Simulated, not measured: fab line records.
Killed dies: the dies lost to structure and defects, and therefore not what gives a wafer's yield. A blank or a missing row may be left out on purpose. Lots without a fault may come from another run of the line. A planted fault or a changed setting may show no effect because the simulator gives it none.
Which tool was responsible? + flow nand_harc + Sampling: 11 lots, 33 wafers, 5 of 1159 route steps

WHAT EACH GAUGE READ, for each wafer
NHARC_END_SORT_01. Usual: killed_at_array 27, standard deviation 8; killed_at_other 0.8, standard deviation 1.2; killed_at_periphery 3.3, standard deviation 2.3; killed_dies 31, standard deviation 8.8; killed_open 3.2, standard deviation 2.1; killed_short 2.1, standard deviation 1.4.
| lot  | measured     | on        | killed_at_array | killed_at_other | killed_at_periphery | killed_dies | killed_open | killed_short | flag |
|------|--------------|-----------|-----------------|-----------------|---------------------|-------------|-------------|--------------|------|
| L858 | day 19 09:50 | prober-02 | 25 35 22        | 1 0 1           | 3 3 3               | 29 38 26    | 4 11 4      | 1 4 3        |      |
| L862 | day 19 21:44 | prober-02 | 28 29 17        | 1 0 0           | 0 2 1               | 29 31 18    | 3 4 7       | 2 3 1        |      |
| L864 | day 21 03:25 | prober-01 | 24 25 25        | 1 3 1           | 1 2 2               | 26 30 28    | 3 2 1       | 1 2 1        |      |
| L865 | day 21 11:08 | prober-01 | 20 14 32        | 0 0 0           | 2 3 4               | 22 17 36    | 0 1 3       | 4 3 4        |      |
| L867 | day 21 13:59 | prober-02 | 16 27 21        | 0 0 0           | 3 4 2               | 19 31 23    | 3 4 3       | 2 3 0        |      |
| L866 | day 21 21:49 | prober-02 | 33 30 32        | 1 0 0           | 4 7 4               | 38 37 36    | 3 4 4       | 5 1 1        |      |
| L870 | day 22 04:27 | prober-01 | 20 24 20        | 3 2 3           | 5 1 3               | 28 27 26    | 4 5 1       | 3 1 4        |      |
| L871 | day 22 07:11 | prober-02 | 25 29 25        | 1 3 0           | 3 0 1               | 29 32 26    | 3 8 4       | 5 4 0        |      |
| L872 | day 23 01:43 | prober-02 | 26 36 18        | 1 1 0           | 7 1 1               | 34 38 19    | 2 3 2       | 1 5 1        |      |
| L874 | day 23 11:49 | prober-01 | 40 30 38        | 2 3 1           | 5 4 5               | 47 37 44    | 0 3 0       | 1 2 1        |      |
| L880 | day 24 18:07 | prober-02 | 32 32 24        | 0 1 0           | 0 1 6               | 32 34 30    | 9 3 5       | 2 4 3        |      |

WHICH TOOL RAN EACH LOT (tool, then ch and the chambers of the sampled wafers, then the start)
| lot  | NHARC_A_CONTACT_DESCUM_13          | NHARC_A_CONTACT_ETCH_136             | NHARC_A_CONTACT_ETCH_92            | NHARC_A_CONTACT_ETCH_110           |
|------|------------------------------------|--------------------------------------|------------------------------------|------------------------------------|
| L858 | rie_diel-10 ch 0,3, day 17 02:22   | har_cap_etch-01 ch 0,1, day 17 05:39 | rie_diel-13 ch 0,1, day 17 06:24   | rie_diel-12 ch 0,2,3, day 17 06:59 |
| L862 | rie_diel-13 ch 0,3, day 17 11:01   | har_cap_etch-01 ch 0,1, day 17 12:20 | rie_diel-12 ch 1,2,3, day 17 13:08 | rie_diel-12 ch 2,3, day 17 14:04   |
| L864 | rie_diel-12 ch 0,2,3, day 18 17:12 | har_cap_etch-01 ch 0,1, day 18 18:36 | rie_diel-10 ch 0,2, day 18 19:35   | rie_diel-10 ch 0,2,3, day 18 20:08 |
| L865 | rie_diel-10 ch 0,2, day 18 22:26   | har_cap_etch-01 ch 0,1, day 18 23:57 | rie_diel-12 ch 2,3, day 19 00:44   | rie_diel-12 ch 0,3, day 19 01:26   |
| L867 | rie_diel-10 ch 2,3, day 19 01:58   | har_cap_etch-01 ch 0,1, day 19 04:40 | rie_diel-12 ch 0,2,3, day 19 05:28 | rie_diel-12 ch 1,3, day 19 06:00   |
| L866 | rie_diel-12 ch 0,1, day 19 08:14   | har_cap_etch-01 ch 0, day 19 09:34   | rie_diel-10 ch 0,2,3, day 19 10:21 | rie_diel-13 ch 0,2, day 19 11:05   |
| L870 | rie_diel-12 ch 0,1,2, day 19 21:24 | har_cap_etch-01 ch 0,1, day 19 22:43 | rie_diel-12 ch 0,1, day 19 23:28   | rie_diel-12 ch 1,3, day 20 00:11   |
| L871 | rie_diel-12 ch 1,2,3, day 19 23:54 | har_cap_etch-01 ch 0,1, day 20 01:46 | rie_diel-12 ch 1,2, day 20 02:31   | rie_diel-12 ch 0,3, day 20 03:07   |
| L872 | rie_diel-12 ch 0,1,3, day 20 17:30 | har_cap_etch-02 ch 0,1, day 20 18:50 | rie_diel-12 ch 1,2,3, day 20 19:37 | rie_diel-12 ch 0,2,3, day 20 20:08 |
| L874 | rie_diel-12 ch 0,2, day 20 20:12   | har_cap_etch-03 ch 0,1, day 20 21:38 | rie_diel-10 ch 0,1,3, day 20 22:25 | rie_diel-13 ch 2,3, day 20 22:55   |
| L880 | rie_diel-13 ch 0,1,2, day 22 15:44 | har_cap_etch-03 ch 0,1, day 22 17:13 | rie_diel-13 ch 0,2,3, day 22 17:59 | rie_diel-12 ch 0,2, day 22 18:57   |
- NHARC_A_CONTACT_DESCUM_13: chemistry O2, time 3 s.
- NHARC_A_CONTACT_ETCH_136: etches the open film in C4F8/O2/Ar, time 132 s, target depth 1287 nm.
- NHARC_A_CONTACT_ETCH_92: etches the open film in CH3F/O2, target depth 40 nm, time 85.7 s.
- NHARC_A_CONTACT_ETCH_110: etches the open film in CF4/O2, target depth 50 nm, overetch 5 nm, time 27.5 s.

AS READ BY THE TOOLS THEMSELVES (means over the sampled wafers that have a number; for cases with no such wafer, the mark the record gives instead)
NHARC_A_CONTACT_DESCUM_13. Usual: drypump_motor_current_A 5.9 A, standard deviation 0.49; oes_product_au 1.001 a.u., standard deviation 0.0083; rf_vpp_V 57.6 V, standard deviation 0.88; showerhead_plenum_p_Torr 1.89 Torr, standard deviation 0.083; throttle_valve_pct 11.311 %, standard deviation 0.0085.
| lot  | tool        | drypump_motor_current_A (A) | oes_product_au (a.u.) | rf_vpp_V (V) | showerhead_plenum_p_Torr (Torr) | throttle_valve_pct (%) | flag |
|------|-------------|-----------------------------|-----------------------|--------------|---------------------------------|------------------------|------|
| L858 | rie_diel-10 | 5.7                         | 0.997                 | 57.4         | 1.85                            | 11.314                 |      |
| L862 | rie_diel-13 | 6.0                         | 1.001                 | 58.1         | 1.88                            | 11.317                 |      |
| L864 | rie_diel-12 | 5.7                         | 1.006                 | 58.0         | 1.92                            | 11.303                 |      |
| L865 | rie_diel-10 | 5.5                         | 0.987                 | 57.9         | 1.82                            | 11.311                 |      |
| L867 | rie_diel-10 | 5.3                         | 0.988                 | 57.5         | 1.85                            | 11.307                 |      |
| L866 | rie_diel-12 | 5.8                         | 0.999                 | 57.4         | 1.79                            | 11.314                 |      |
| L870 | rie_diel-12 | 6.1                         | 1.000                 | 57.4         | 1.88                            | 11.312                 |      |
| L871 | rie_diel-12 | 6.0                         | 1.009                 | 58.5         | 1.95                            | 11.314                 |      |
| L872 | rie_diel-12 | 5.8                         | 1.003                 | 57.5         | 1.86                            | 11.313                 |      |
| L874 | rie_diel-12 | 6.0                         | 1.001                 | 58.0         | 1.94                            | 11.311                 |      |
| L880 | rie_diel-13 | 6.1                         | 1.002                 | 57.5         | 1.85                            | 11.310                 |      |

NHARC_A_CONTACT_ETCH_92. Usual: drypump_motor_current_A 5.9 A, standard deviation 0.5; oes_product_au 0.942 a.u., standard deviation 0.029; rf_vpp_V 244.1 V, standard deviation 1.8; run_length_s 106.9 s, standard deviation 0.38; showerhead_plenum_p_Torr 2.43 Torr, standard deviation 0.11; throttle_valve_pct 20.662 %, standard deviation 0.0098.
| lot  | tool        | drypump_motor_current_A (A) | oes_product_au (a.u.) | rf_vpp_V (V) | run_length_s (s) | showerhead_plenum_p_Torr (Torr) | throttle_valve_pct (%) | flag |
|------|-------------|-----------------------------|-----------------------|--------------|------------------|---------------------------------|------------------------|------|
| L858 | rie_diel-13 | 6.0                         | 0.923                 | 244.9        | 106.3            | 2.43                            | 20.659                 |      |
| L862 | rie_diel-12 | 6.1                         | 0.933                 | 244.5        | 106.9            | 2.51                            | 20.658                 |      |
| L864 | rie_diel-10 | 5.5                         | 0.921                 | 242.6        | 107.3            | 2.35                            | 20.666                 |      |
| L865 | rie_diel-12 | 5.7                         | 0.932                 | 245.7        | 106.6            | 2.56                            | 20.663                 |      |
| L867 | rie_diel-12 | 5.7                         | 0.928                 | 244.0        | 106.8            | 2.47                            | 20.662                 |      |
| L866 | rie_diel-10 | 5.5                         | 1.006                 | 242.9        | 107.3            | 2.37                            | 20.656                 |      |
| L870 | rie_diel-12 | 6.2                         | 0.939                 | 243.9        | 106.7            | 2.35                            | 20.667                 |      |
| L871 | rie_diel-12 | 6.4                         | 0.931                 | 245.8        | 107.2            | 2.54                            | 20.666                 |      |
| L872 | rie_diel-12 | 6.1                         | 0.936                 | 245.2        | 88.1             | 2.51                            | 20.674                 | OFF  |
| L874 | rie_diel-10 | 5.6                         | 1.003                 | 243.8        | 106.9            | 2.43                            | 20.654                 |      |
| L880 | rie_diel-13 | 5.9                         | 0.922                 | 243.0        | 107.0            | 2.37                            | 20.663                 |      |

NHARC_A_CONTACT_ETCH_110. Usual: drypump_motor_current_A 5.9 A, standard deviation 0.51; oes_product_au 1.001 a.u., standard deviation 0.0093; rf_vpp_V 197.6 V, standard deviation 1.5; run_length_s 48.7 s, standard deviation 0.36; showerhead_plenum_p_Torr 1.32 Torr, standard deviation 0.062; throttle_valve_pct 13.397 %, standard deviation 0.0097.
| lot  | tool        | drypump_motor_current_A (A) | oes_product_au (a.u.) | rf_vpp_V (V) | run_length_s (s) | showerhead_plenum_p_Torr (Torr) | throttle_valve_pct (%) | flag |
|------|-------------|-----------------------------|-----------------------|--------------|------------------|---------------------------------|------------------------|------|
| L858 | rie_diel-12 | 5.6                         | 1.003                 | 198.4        | 48.6             | 1.34                            | 13.400                 |      |
| L862 | rie_diel-12 | 5.9                         | 1.003                 | 199.2        | 48.6             | 1.40                            | 13.394                 |      |
| L864 | rie_diel-10 | 5.5                         | 0.997                 | 196.9        | 49.1             | 1.29                            | 13.397                 |      |
| L865 | rie_diel-12 | 5.3                         | 1.004                 | 197.6        | 48.4             | 1.32                            | 13.390                 |      |
| L867 | rie_diel-12 | 5.8                         | 1.009                 | 199.5        | 48.3             | 1.35                            | 13.397                 |      |
| L866 | rie_diel-13 | 5.8                         | 1.003                 | 197.5        | 48.9             | 1.30                            | 13.408                 |      |
| L870 | rie_diel-12 | 5.8                         | 1.004                 | 198.6        | 48.3             | 1.35                            | 13.399                 |      |
| L871 | rie_diel-12 | 5.5                         | 1.008                 | 196.9        | 48.5             | 1.28                            | 13.397                 |      |
| L872 | rie_diel-12 | 5.6                         | 0.999                 | 197.6        | 48.8             | 1.34                            | 13.398                 |      |
| L874 | rie_diel-13 | 6.0                         | 1.007                 | 196.2        | 49.1             | 1.27                            | 13.404                 |      |
| L880 | rie_diel-12 | 6.0                         | 1.002                 | 197.6        | 48.6             | 1.35                            | 13.406                 |      |

THE ANSWER, worked out from the rows above alone
Rule: lot off if the mean of its wafers having a number is beyond 3 standard deviations from the usual mean. A lot without any number at a reading at which 4 lots or more have one is off too. All remaining lots with rows at the step are treated as sound. After the gauges, taken in route order, come the tools' own readings; for these a lot's mean is taken, as printed above. The first step at which some lot is off is used, and at that step the reading that is off furthest; a lot without a number counts as furthest.
Off: L872, at NHARC_A_CONTACT_ETCH_92 (run_length_s).
If a tool, at that step or one of the process steps before it, ran each lot that is off and ran no sound lot following the first of them, it fits. 2 tools fit, har_cap_etch-02 at NHARC_A_CONTACT_ETCH_136 and rie_diel-12 at NHARC_A_CONTACT_ETCH_92, so this cannot tell which one it is.

WHAT HAD BEEN PUT IN BY THE SIMULATOR
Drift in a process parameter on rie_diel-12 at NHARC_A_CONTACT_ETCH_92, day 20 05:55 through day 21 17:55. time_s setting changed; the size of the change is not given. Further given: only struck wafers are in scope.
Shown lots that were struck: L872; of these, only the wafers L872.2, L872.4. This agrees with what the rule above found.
